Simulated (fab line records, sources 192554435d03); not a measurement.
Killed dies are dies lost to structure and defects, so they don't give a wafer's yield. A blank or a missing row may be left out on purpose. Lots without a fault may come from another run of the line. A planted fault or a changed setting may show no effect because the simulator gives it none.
Problem report in the 8D (eight disciplines) form, filled by code | flow n5_finfet | the parts of the form that need people (team, actions taken, sign-off) are left out

1. THE PROBLEM
spin_speed_rpm at N5_BEOL_M1_COAT_61 reads a mean of 1540.0 rpm on 6 wafers of 2 lots; wafers without a fault read 1499.9 rpm with a standard deviation of 0.89. That is +45 standard deviations from the usual mean.
The step: time 60 s, resist thk 60 nm.
First seen on wafer L646.1, day 9 12:24, on litho_track-02. The record holds 12 wafers of 4 lots with a number at this step. Rule for "out", or "out of limits": more than 4 standard deviations from the usual mean. The other wafers with a number count as sound.

2. WHAT IT IS AND WHAT IT IS NOT
question                    | is                     | is not
which readings at this step | spin_speed_rpm         | dispense_pressure_kPa, heater_power_total_W
which lots                  | L646, L648             | L634, L649
which wafers of those lots  | all that have a number | -
read on which tools         | litho_track-02         | litho_track-01
when                        | from day 9 12:24       | up to then (3 sound wafers); but 3 sound wafers of L649 came after

3. SUSPECTS, AND WHAT RULES EACH OUT
Counting: a tool at a process step up to the reading stays a suspect if it ran every lot that is out and no sound lot after the first of them.
- litho_track-02 at N5_BEOL_M1_COAT_61 (time 60 s, resist thk 60 nm): kept. It ran every lot that is out, first L646 (day 9 12:24), and no sound lot after that; its last sound lot up to then is L634 (day 6 09:41). Its own readings are out on those wafers: spin_speed_rpm.
Left after counting: litho_track-02 at N5_BEOL_M1_COAT_61.

4. THE CAUSE (what the simulator had put in)
Process parameter drift: litho_track-02, from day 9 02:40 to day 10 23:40, at N5_BEOL_M1_COAT_61. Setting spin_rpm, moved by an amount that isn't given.
Counting left only this tool.

5. THE CHAIN OF EFFECTS, in route order
Each row: a reading whose mean over the struck wafers that have a number lies more than 3 standard deviations from the usual. Only readings for which the record gives a usual standard deviation are gone through. hours: the time from each lot's start at the first step in this table that gives one to its start at this step, as a median over the lots. sigmas: the change in usual standard deviations.
hours | step               | reading        | usual      | on struck wafers | change | sigmas
0     | N5_BEOL_M1_COAT_61 | spin_speed_rpm | 1499.9 rpm | 1540.0           | +40.1  | +45
The process steps in it:
- N5_BEOL_M1_COAT_61: time 60 s, resist thk 60 nm.
Later measuring or inspecting steps at which every struck wafer that the step has a row for has a number for every such reading, and none has moved that far: N5_BEOL_M4_RC_MEAS_101.

6. WHAT WOULD HAVE CAUGHT IT SOONER
In this record the first reading out of limits was taken at day 9 12:24, 10 hours after the fault began at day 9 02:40.
